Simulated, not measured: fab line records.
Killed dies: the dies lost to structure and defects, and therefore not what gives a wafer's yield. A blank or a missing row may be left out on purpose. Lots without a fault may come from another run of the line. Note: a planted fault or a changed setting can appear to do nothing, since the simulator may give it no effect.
Chamber matching :: flow n5-finfet :: N5_BEOL_M13_ILD_DEP_00 on pecvd-02: 3 sister chambers
The step deposits SiOC from DEMS/O2, target thk 837.92 nm, time 166.4 s. 16 wafers are shown with their chamber, then 8 later ones without.

== WAFERS PAIRED WITH THEIR CHAMBERS ==
wafer: L083.3
chamber: 2
showerhead-vpp-V (V): 1402
throttle-valve-pct (%): 11.4
heater-power-w (W): 513

wafer: L083.5
chamber: 0
showerhead-vpp-V (V): 1414
throttle-valve-pct (%): 12.2
heater-power-w (W): 497

wafer: L083.6
chamber: 2
showerhead-vpp-V (V): 1406
throttle-valve-pct (%): 11.2
heater-power-w (W): 405

wafer: L082.1
chamber: 0
showerhead-vpp-V (V): 1422
throttle-valve-pct (%): 12.0
heater-power-w (W): 508

wafer: L082.3
chamber: 2
showerhead-vpp-V (V): 1400
throttle-valve-pct (%): 11.4
heater-power-w (W): 498

wafer: L082.4
chamber: 1
showerhead-vpp-V (V): 1258
throttle-valve-pct (%): 12.4
heater-power-w (W): 436

wafer: L088.1
chamber: 1
showerhead-vpp-V (V): 1239
throttle-valve-pct (%): 12.7
heater-power-w (W): 394

wafer: L088.5
chamber: 0
showerhead-vpp-V (V): 1415
throttle-valve-pct (%): 12.0
heater-power-w (W): 518

wafer: L088.6
chamber: 2
showerhead-vpp-V (V): 1398
throttle-valve-pct (%): 11.3
heater-power-w (W): 409

wafer: L086.1
chamber: 0
showerhead-vpp-V (V): 1431
throttle-valve-pct (%): 12.0
heater-power-w (W): 512

wafer: L086.5
chamber: 2
showerhead-vpp-V (V): 1408
throttle-valve-pct (%): 11.3
heater-power-w (W): 506

wafer: L086.6
chamber: 1
showerhead-vpp-V (V): 1244
throttle-valve-pct (%): 12.7
heater-power-w (W): 420

wafer: L087.1
chamber: 0
showerhead-vpp-V (V): 1402
throttle-valve-pct (%): 11.8
heater-power-w (W): 488

wafer: L087.3
chamber: 1
showerhead-vpp-V (V): 1254
throttle-valve-pct (%): 12.6
heater-power-w (W): 373

wafer: L087.6
chamber: 0
showerhead-vpp-V (V): 1421
throttle-valve-pct (%): 12.2
heater-power-w (W): 519

wafer: L089.2
chamber: 1
showerhead-vpp-V (V): 1246
throttle-valve-pct (%): 12.9
heater-power-w (W): 476

SIGNATURES (means of the wafers above)
reading: showerhead-vpp-V
chamber 0: 1417.50
chamber 1: 1248.20
chamber 2: 1402.80
scatter within a chamber: 7.74

reading: throttle-valve-pct
chamber 0: 12.033
chamber 1: 12.660
chamber 2: 11.320
scatter within a chamber: 0.145

reading: heater-power-w
chamber 0: 507.00
chamber 1: 419.80
chamber 2: 466.20
scatter within a chamber: 38.1
Rule: a wafer's distance from a chamber is the root of the sum, over the readings, of the square of ((its reading less the chamber's mean) divided by the reading's scatter). If the next closest chamber is less than 2 further off than the closest, the wafer can't be placed; otherwise it belongs to the closest. How the scatter is found: for the shown wafers, subtract from each reading the mean of its chamber, square and add these, divide the total by (wafers less chambers), then take the root.

== WAFERS WITH NO CHAMBER GIVEN ==
wafer: L089.5
showerhead-vpp-V (V): 1407
throttle-valve-pct (%): 11.9
heater-power-w (W): 545

wafer: L089.6
showerhead-vpp-V (V): 1391
throttle-valve-pct (%): 11.6
heater-power-w (W): 507

wafer: L093.1
showerhead-vpp-V (V): 1410
throttle-valve-pct (%): 11.4
heater-power-w (W): 469

wafer: L093.2
showerhead-vpp-V (V): 1275
throttle-valve-pct (%): 12.7
heater-power-w (W): 416

wafer: L093.4
showerhead-vpp-V (V): 1256
throttle-valve-pct (%): 12.5
heater-power-w (W): 455

wafer: L097.2
showerhead-vpp-V (V): 1241
throttle-valve-pct (%): 12.8
heater-power-w (W): 460

wafer: L097.3
showerhead-vpp-V (V): 1387
throttle-valve-pct (%): 12.1
heater-power-w (W): 493

wafer: L097.5
showerhead-vpp-V (V): 1402
throttle-valve-pct (%): 11.5
heater-power-w (W): 482

== WHICH CHAMBER EACH ONE RAN IN ==
wafer: L089.5
from the rows above: 0
in truth: 0

wafer: L089.6
from the rows above: can't be placed: 2 or 0
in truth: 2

wafer: L093.1
from the rows above: 2
in truth: 2

wafer: L093.2
from the rows above: 1
in truth: 1

wafer: L093.4
from the rows above: 1
in truth: 1

wafer: L097.2
from the rows above: 1
in truth: 1

wafer: L097.3
from the rows above: can't be placed: 0 or 2
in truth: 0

wafer: L097.5
from the rows above: 2
in truth: 2
Placed correctly: 6 of 8. These rows do not allow placing 2 (true chamber among the candidates in 2). 0 placed wrongly.
